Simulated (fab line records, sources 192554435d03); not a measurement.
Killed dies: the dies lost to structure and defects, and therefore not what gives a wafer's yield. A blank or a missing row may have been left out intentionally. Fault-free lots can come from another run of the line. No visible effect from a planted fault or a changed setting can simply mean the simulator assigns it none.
Code-filled problem report in 8D (eight disciplines) form / flow n5_finfet / the parts of the form that need people (team, actions taken, sign-off) are left out

## 1. PROBLEM STATEMENT
At N5_BEOL_M10_COAT_59, spin_speed_rpm averages 1560.0 rpm over 6 wafers from 2 lots, while fault-free wafers read 1499.8 rpm, standard deviation 1.1. That is +55 standard deviations from the usual mean.
The step: time 60 s, resist thk 100 nm.
Earliest sighting: wafer L685.1 on litho_track-03 at day 16 02:32. The record holds 12 wafers of 4 lots with a number at this step. The rule behind "out" and "out of limits": a value lying over 4 standard deviations away from the usual mean. The rest of the wafers with a number are treated as sound.

## 2. WHAT IT IS, WHAT IT ISN'T
question=which readings at this step | is=spin_speed_rpm | is not=plate_temp_C
question=which lots | is=L683, L685 | is not=L669, L686
question=which wafers of those lots | is=all that have a number | is not=-
question=read on which tools | is=litho_track-03 | is not=litho_track-02
question=when | is=from day 16 02:32 | is not=up to then (3 sound wafers); but 3 sound wafers of L686 came after

## 3. WHAT RULES OUT EACH SUSPECT
Counting: a tool stays on the suspect list if, at a process step up to the reading, it processed all lots that are out and no sound lot following the first of them.
- litho_track-03 at N5_BEOL_M10_COAT_59 (time 60 s, resist thk 100 nm): kept. All lots that are out passed through it, beginning with L685 at day 16 02:32, and no sound lot followed; its final sound lot before that point was L669 at day 11 17:23. On those wafers its own readings are out: spin_speed_rpm.
The count leaves litho_track-03 at N5_BEOL_M10_COAT_59.

## 4. THE CAUSE (what the simulator had put in)
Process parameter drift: litho_track-03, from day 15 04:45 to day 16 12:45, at N5_BEOL_M10_COAT_59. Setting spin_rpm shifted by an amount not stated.
The count eliminated every tool but this one.

## 5. THE EFFECT CHAIN, in route order
One row per reading whose mean, taken over the struck wafers that have a number, lies over 3 standard deviations from the usual. Only readings whose record carries a usual standard deviation are examined. hours: median over the lots of the time between each lot's start at the first step of this table that gives one and its start at this step. sigmas: the change, counted in usual standard deviations.
hours=0; step=N5_BEOL_M10_COAT_59; reading=spin_speed_rpm; usual=1499.8 rpm; on struck wafers=1560.0; change=+60.2; sigmas=+55
Process steps it contains:
- N5_BEOL_M10_COAT_59: time 60 s, resist thk 100 nm.

## 6. WHAT WOULD HAVE CAUGHT IT SOONER
First out-of-limits reading in this record: day 16 02:32, which is 22 hours after fault onset at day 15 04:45.
